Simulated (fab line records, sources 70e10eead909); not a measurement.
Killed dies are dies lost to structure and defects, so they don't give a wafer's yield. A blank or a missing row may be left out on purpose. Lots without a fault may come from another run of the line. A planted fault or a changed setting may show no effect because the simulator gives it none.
fab line records | flow nand_harc
record lots=11 wafers=33 last_day=33
route steps=1302 shown P_M2@335 P_BONDPAD@351 END@1302
lots that met no fault: from a run of the same line without faults
start_h: hours from the record's first day to the start of the lot's first wafer shown | wait_h: hours since the lot's step before | " the same as in the row above | L1.1+2: a row that stands for several wafers | - no value, or no start given | * or withheld: withheld | < > ~ a bound
route shown NAME@n: a module of which the file shows steps, and the number in the route of the first | usual: mean/standard deviation of fault-free wafers | same: alike in all rows | chamber/n: place in a boat | sites: the reading at each site | _std_site: their standard deviation | _edge_site: outer sites' mean less inner sites' | radius_mm: how far each site lies from the wafer's centre | mask NAME#n: copy n | behind: the tool/chamber that last shaped the wafer | hold: why the lot was held/for how many hours/how that ended | device: the transistor (n, p or np) that didn't switch | end of line: the same wafers' tests at the end of the route | a step without rows: its recipe alone | killed: dies lost to structure and defects at the first sort, not the wafer's yield | map: a wafer's dies, x killed, . not, _ none there
set.NAME: the setting as run; set.NAME@STEP: as run at that earlier step | model.NAME: the simulator's own value behind a step, which no gauge read
steps of the route over a sample of lots; a table a step, a row a wafer
services: from which hour (start_h, from the record's first day; less than 0 if before it) a tool's chamber was out of use, for how many hours, and why
## steps
# step NHARC_P_M2_STRIP_18
# recipe power_w=1000 n2_flow_sccm=150 h2_flow_sccm=150 ar_flow_sccm=0 bias_w=0 chemistry=N2/H2
# usual chamber_pressure_mTorr=30.000/0.025 drypump_motor_current_A=5.7/0.46 n2_flow_sccm=150.0/0.47 oes_product_au=0.999/0.0081 rf_vpp_V=90.8/0.92 showerhead_plenum_p_Torr=2.05/0.069 throttle_valve_pct=14.171/0.0082
# columns lot.wafer tool chamber start_h wait_h chamber_pressure_mTorr drypump_motor_current_A n2_flow_sccm oes_product_au rf_hours_counter_h rf_vpp_V showerhead_plenum_p_Torr throttle_valve_pct
L726.1 rie_diel-09 3 126.03 0.1 29.967 5.8 150.0 1.016 9 90.2 2.02 14.173
L726.3 " 1 " " 30.012 5.3 149.9 1.006 8 90.3 2.01 14.172
L726.5 " 3 " " 30.039 5.8 150.7 1.012 - 90.7 2.02 14.184
L727.2 rie_diel-11 2 141.13 0.1 30.011 5.6 151.2 0.981 2 90.4 2.08 14.179
L727.4 " 3 " " 30.023 4.7 150.2 0.997 2 91.2 1.99 14.169
L727.5 " 2 " " 29.992 5.6 150.4 0.998 - 89.0 2.08 14.176
L731.4 rie_diel-05 1 188.58 0.1 29.985 6.5 150.1 0.989 7 90.5 1.92 14.176
L731.1 " 2 " " 30.013 5.3 150.5 0.997 6 88.0 1.98 14.171
L731.2 " 0 " " 29.987 5.0 150.2 0.999 8 90.7 2.06 14.170
L734.1 rie_diel-09 1 216.27 0.1 30.012 5.3 149.4 0.997 4 90.9 2.00 14.182
L734.2 " 2 " " 30.024 6.1 149.9 1.000 4 89.8 2.09 14.148
L734.5 " 0 " " 29.946 6.0 149.7 0.982 - 91.8 2.15 14.158
L735.4 rie_diel-09 1 223.57 0.1 29.965 5.3 149.6 1.000 4 90.4 2.00 14.167
L735.1 " 2 " " 30.005 6.1 149.5 0.992 4 91.4 2.09 14.178
L735.5 " 0 " " 30.029 5.9 151.2 0.983 - 91.6 2.15 14.164
L736.1 rie_diel-09 1 234.36 0.1 29.984 5.3 150.3 1.001 5 90.8 2.00 14.176
L736.3 " 2 " " 30.010 6.1 149.8 0.992 6 91.4 2.09 14.172
L736.6 " 3 " " 30.014 5.9 150.4 1.008 - 90.7 2.02 14.161
L745.4 rie_diel-09 3 316.19 0.1 30.015 5.9 149.9 1.001 12 92.1 2.02 14.173
L745.1 " 1 " " 30.028 5.3 148.9 1.011 11 91.7 2.00 14.185
L745.6 " 3 " " 30.006 5.9 150.6 1.004 - 90.5 2.02 14.162
L746.2 rie_diel-09 1 333.91 0.1 29.981 5.3 150.2 1.008 0 91.1 2.00 14.166
L746.3 " 2 " " 30.062 6.1 149.4 1.010 0 91.1 2.09 14.169
L746.5 " 0 " " 30.030 6.0 149.9 1.001 - 92.8 2.15 14.168
L747.1 rie_diel-11 2 334.49 0.1 29.964 5.6 149.0 0.988 3 91.1 2.07 14.161
L747.3 " 0 " " 30.000 6.2 150.1 0.985 3 91.7 2.12 14.174
L747.6 " 3 " " 30.004 4.8 150.2 0.979 - 90.6 1.98 14.168
L748.2 rie_diel-09 2 349.24 0.1 30.000 6.1 149.8 1.006 1 91.7 2.09 14.173
L748.6 " 2 " " 29.965 6.1 150.3 1.001 - 90.8 2.09 14.180
L748.5 " 1 " " 30.016 5.3 150.3 0.995 - 91.1 2.00 14.179
L749.1 rie_diel-11 0 357.33 0.1 30.039 6.2 150.1 1.008 4 90.1 2.12 14.164
L749.4 " 1 " " 30.001 6.0 150.2 1.000 5 91.4 2.15 14.170
L749.2 " 2 " " 29.968 5.6 149.5 1.002 5 89.2 2.07 14.165
# step NHARC_P_M2_CMP_23
# recipe t_overpolish_s=20 target_thk_nm=144.3
# usual motor_current_A=12.0/1.1 time_to_endpoint_s=27.4/2.5
# columns lot.wafer tool chamber start_h wait_h motor_current_A time_to_endpoint_s
L726.1 cmp-01 2 127.83 - 13.3 25.3
L726.3 " 0 " " 13.3 28.1
L726.5 " 2 " " 14.2 25.5
L727.4 cmp-02 1 142.89 - 10.1 22.8
L727.2 " 2 " " 12.4 26.8
L727.5 " 0 " " 11.1 24.7
L731.1 cmp-01 3 190.33 - 12.6 28.7
L731.2 " 0 " " 13.6 27.7
L731.4 " 1 " " 11.4 25.9
L734.1 cmp-04 0 218.03 - 14.1 33.6
L734.2 " 2 " " 11.3 26.8
L734.5 " 0 " " 13.5 33.3
L735.4 cmp-02 1 225.33 - 11.2 24.9
L735.1 " 3 " " 11.3 28.5
L735.5 " 1 " " 10.9 24.0
L736.3 cmp-01 2 236.18 - 13.4 24.1
L736.1 " 0 " " 12.7 28.1
L736.6 " 2 " " 13.0 24.9
L745.1 cmp-01 3 317.95 - 11.9 31.2
L745.4 " 1 " " 11.7 26.4
L745.6 " 3 " " 11.8 29.6
L746.3 cmp-02 3 335.60 - 11.4 25.1
L746.2 " 0 " " 10.2 25.0
L746.5 " 3 " " 11.3 26.5
L747.3 cmp-04 0 336.22 - 13.0 28.8
L747.1 " 1 " " 12.9 23.9
L747.6 " 0 " " 13.3 29.2
L748.2 cmp-04 3 351.18 - 11.5 28.4
L748.6 " 1 " " 13.5 25.3
L748.5 " 2 " " 11.3 27.6
L749.4 cmp-01 0 359.10 - 14.0 26.3
L749.1 " 2 " " 13.1 24.2
L749.2 " 3 " " 11.9 30.7
# step NHARC_P_BONDPAD_DEP_00
# recipe target_thk_a=2500 temp_c=370 target_thk_nm=250 pressure_torr=3 flow_sccm=200 rf_w=450 material=SiCN
# usual chamber_pressure_Torr=3.000/0.0063 heater_power_w=553/81
# columns lot.wafer tool chamber start_h wait_h chamber_pressure_Torr heater_power_w
L726.3 pecvd-01 2 128.90 - 3.006 578
L726.1 " 0 " " 3.002 618
L726.5 " 0 " " 3.003 635
L727.2 pecvd-03 0 143.91 - 2.997 481
L727.4 " 2 " " 3.003 491
L727.5 " 1 " " 3.002 657
L731.2 pecvd-02 2 - - 2.992 479
L731.1 " 0 " " 2.999 543
L731.4 " 2 " " 2.995 488
L734.1 pecvd-01 2 219.03 - 2.999 605
L734.2 " 0 " " 3.005 594
L734.5 " 0 " " 3.000 606
L735.1 pecvd-02 0 226.42 - 3.009 527
L735.5 " 2 " " 3.006 492
L735.4 " 0 " " 3.006 533
L736.1 pecvd-03 0 237.33 0.4 2.996 502
L736.3 " 1 " " 3.003 569
L736.6 " 1 " " 2.999 598
L745.1 pecvd-02 1 318.96 - 2.995 506
L745.6 " 2 " " 2.992 548
L745.4 " 0 " " 3.003 520
L746.3 pecvd-03 2 - - 3.006 500
L746.2 " 1 " " 3.003 635
L746.5 " 0 " " 2.998 496
L747.3 pecvd-01 2 - - 2.997 606
L747.1 " 1 " " 3.007 627
L747.6 " 1 " " 3.007 649
L748.2 pecvd-02 2 352.18 - 2.991 507
L748.6 " 2 " " 2.993 526
L748.5 " 0 " " 3.005 527
L749.1 pecvd-03 1 360.27 - 2.999 703
L749.2 " 2 " " 3.004 514
L749.4 " 2 " " 2.999 407
# step NHARC_P_BONDPAD_SOFTBAKE_04
# recipe temp_c=125 time_s=70
# usual chill_plate_temp_C=23.02/0.12 heater_power_total_W=200.7/1.3
# columns lot.wafer tool chamber start_h wait_h chill_plate_temp_C heater_power_total_W
L726.1 litho_track-07 0 129 - 22.95 198.8
L726.3 " 0 " " 22.99 199.2
L726.5 " 0 " " 23.09 199.3
L727.2 litho_track-02 0 144 - 23.05 202.3
L727.4 " 0 " " 22.87 200.6
L727.5 " 0 " " 22.89 202.7
L731.1 litho_track-02 0 192 - 22.74 199.5
L731.2 " 0 " " 22.90 201.4
L731.4 " 0 " " 23.03 201.6
L734.1 litho_track-02 0 219 - 22.88 217.4
L734.2 " 0 " " 23.09 202.5
L734.5 " 0 " " 23.08 201.6
L735.1 litho_track-05 0 227 - 22.92 202.6
L735.4 " 0 " " 22.94 199.9
L735.5 " 0 " " 23.01 199.0
L736.1 litho_track-02 0 238 - 23.17 217.2
L736.3 " 0 " " 23.32 217.6
L736.6 " 0 " " 22.97 202.3
L745.1 litho_track-02 0 319 - 23.20 202.7
L745.4 " 0 " " 23.11 201.2
L745.6 " 0 " " 23.00 198.9
L746.2 litho_track-02 0 337 - 22.79 199.8
L746.3 " 0 " " 22.81 199.1
L746.5 " 0 " " 22.97 199.0
L747.1 litho_track-02 0 338 - 23.06 201.7
L747.3 " 0 " " 23.00 199.1
L747.6 " 0 " " 23.17 200.1
L748.2 litho_track-02 0 352 - 23.02 202.6
L748.5 " 0 " " 22.95 202.6
L748.6 " 0 " " 22.95 201.8
L749.1 litho_track-05 0 361 - 22.84 202.2
L749.2 " 0 " " 22.95 202.2
L749.4 " 0 " " 23.11 198.9
# step NHARC_END_SORT_01
# recipe temp_c=25
# usual defect_limited_yield=91/3.2 killed_at_array=53/21 killed_at_other=0.8/1.1 killed_at_periphery=4.2/2.7 killed_dies=58/22 killed_open=3.4/1.9 killed_short=2.5/1.6 sort_bin_2_pct=3.1/1.4 sort_bin_3_pct=0.6/0.43 sort_bin_4_pct=4.9/1.7 sort_n_pass=619/22 sort_rim_yield_pct=96.9/1.8 sort_yield_pct=91/3.2
# same gross_dies=677 sort_bin_5_pct[%]=0 sort_bin_6_pct[%]=0 sort_bin_7_pct[%]=0 sort_bin_8_pct[%]=0 sort_rim_n_gross=106.00
# columns lot.wafer tool chamber start_h wait_h defect_limited_yield[%] killed_at_array killed_at_other killed_at_periphery killed_dies killed_open killed_short sort_bin_2_pct[%] sort_bin_3_pct[%] sort_bin_4_pct[%] sort_n_pass sort_rim_yield_pct[%] sort_yield_pct[%]
L734.1 prober-01 0 647.71 2.5 92 53 1 3 57 3 3 2.1 1.3 5.0 620 99.1 92
L734.2 prober-01 0 648.50 2.8 92 49 1 7 57 3 1 2.4 0.6 5.5 620 94.3 92
L734.5 prober-01 0 650.86 3.6 91 50 1 11 62 4 7 3.5 0.1 5.5 615 91.5 91
# killed by level:class
L734.1 A_CHANNEL_HOLE_D1:chamber_film_flake=36 A_CHANNEL_HOLE_D2:unspecified=6 A_CONTACT:chamber_film_flake=3 P_ZERO_WELL:chamber_film_flake=2 P_GATE:geometric_particle:open=1 A_SOURCE_PLATE:geometric_particle:open=1 A_CHANNEL_FILL_D1:geometric_particle:short=1 A_ONON_D2:geometric_particle:short=1
L734.2 A_CHANNEL_HOLE_D1:chamber_film_flake=33 A_CONTACT:chamber_film_flake=4 P_ZERO_WELL:chamber_film_flake=3 A_DECK1_JOINT:chamber_film_flake=2 A_CHANNEL_HOLE_D2:unspecified=2 A_CHANNEL_HOLE_D2:chamber_film_flake=2 A_STAIRCASE:chamber_film_flake=2 P_M1:geometric_particle:open=1
L734.5 A_CHANNEL_HOLE_D1:chamber_film_flake=31 P_ZERO_WELL:chamber_film_flake=6 A_CHANNEL_HOLE_D2:chamber_film_flake=4 A_CHANNEL_FILL_D2:chamber_film_flake=3 P_M1:geometric_particle:short=2 A_CHANNEL_FILL_D1:geometric_particle:short=2 A_STAIRCASE:chamber_film_flake=2 A_CONTACT:chamber_film_flake=2
## services
# columns tool chamber start_h hours kind
pecvd-01 0 106.61 17.9 repair
rie_diel-09 3 111.73 2.7 repair
rie_diel-09 0 119.60 4.2 repair
pecvd-01 - 130.00 13.0 pm
cmp-02 - 136.29 6.4 repair
rie_diel-09 - 143.10 9.0 pm
cmp-01 - 158.39 1.6 repair
pecvd-02 - 158.72 0.5 repair
pecvd-01 0 178.78 1.8 repair
cmp-02 - 179.32 1.8 repair
cmp-04 - 184.05 4.0 pm
pecvd-03 - 185.33 13.0 pm
cmp-01 - 186.23 4.0 pm
cmp-02 - 189.47 30.3 repair
litho_track-02 - 227.00 7.0 pm
pecvd-02 - 227.23 13.0 pm
pecvd-03 2 232.09 20.8 repair
cmp-01 - 234.15 0.5 repair
rie_diel-09 3 271.37 3.9 repair
cmp-01 - 282.59 2.9 repair
pecvd-02 - 288.49 1.5 repair
rie_diel-09 - 320.10 9.0 pm
pecvd-02 - 333.72 3.4 repair
rie_diel-09 0 347.62 5.8 repair
## key
first_sign step=NHARC_P_BONDPAD_SOFTBAKE_04 reading=heater_power_total_W direction=up sigmas=13 usual=* struck=*
effect none on later readings
met_at NHARC_P_BONDPAD_SOFTBAKE_04
struck_lots L734,L736
struck_wafers L734.1,L736.1,L736.3
not_acting_at NHARC_P_M2_STRIP_18,NHARC_P_M2_CMP_23,NHARC_P_BONDPAD_DEP_00
onset_between 192 219
fault kind=process_parameter_drift tool=litho_track-02 chamber=- onset_h=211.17 steps=NHARC_P_BONDPAD_SOFTBAKE_04 channel=time_s offset=* shape=step end_h=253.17 scope=struck_wafers_only acts_in=* stated=*
